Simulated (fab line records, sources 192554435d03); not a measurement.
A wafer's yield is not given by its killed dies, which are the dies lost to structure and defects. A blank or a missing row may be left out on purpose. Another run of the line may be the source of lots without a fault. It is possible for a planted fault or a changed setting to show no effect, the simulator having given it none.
Matching of chambers	flow n5 finfet	4 sister chambers for N5_SD_EPI_P_ETCH_36 on rie diel-05
The step etches SiARC in CF4, target depth 45.5 nm, time 75.8 s. 4 wafers are shown with their chamber, then 8 later ones without.

== WAFERS, EACH WITH ITS CHAMBER ==
wafer	chamber	showerhead plenum p Torr (Torr)
L080.2	1	2.21
L082.3	0	2.12
L082.6	2	2.24
L084.1	3	2.12

== WAFERS MISSING THEIR CHAMBER ==
wafer	showerhead plenum p Torr (Torr)
L084.4	2.23
L084.6	2.21
L086.1	2.12
L086.5	2.12
L086.6	2.12
L087.1	2.23
L087.2	2.12
L087.5	2.12

== EACH ONE'S CHAMBER ==
wafer	from the rows above	in truth
L084.4	can't be placed: 2 or 1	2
L084.6	1	1
L086.1	can't be placed: 0 or 3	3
L086.5	can't be placed: 0 or 3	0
L086.6	can't be placed: 0 or 3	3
L087.1	can't be placed: 2 or 1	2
L087.2	can't be placed: 0 or 3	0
L087.5	can't be placed: 0 or 3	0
1 of 8 placed correctly. Unplaceable from these rows: 7, with the true chamber sitting among the candidates in 7. Wrongly placed: 0.
How it was worked out, from the rows above alone: a wafer's distance from a chamber is the root of the sum, over the readings, of the square of ((its reading less the chamber's mean) divided by the reading's scatter). If the next closest chamber is less than 2 further off than the closest, the wafer can't be placed; otherwise it belongs to the closest. A chamber's mean is the mean of its shown wafers. The scatter: root of mean squared gap, hidden wafer to nearest shown wafer, with one shown wafer a chamber.
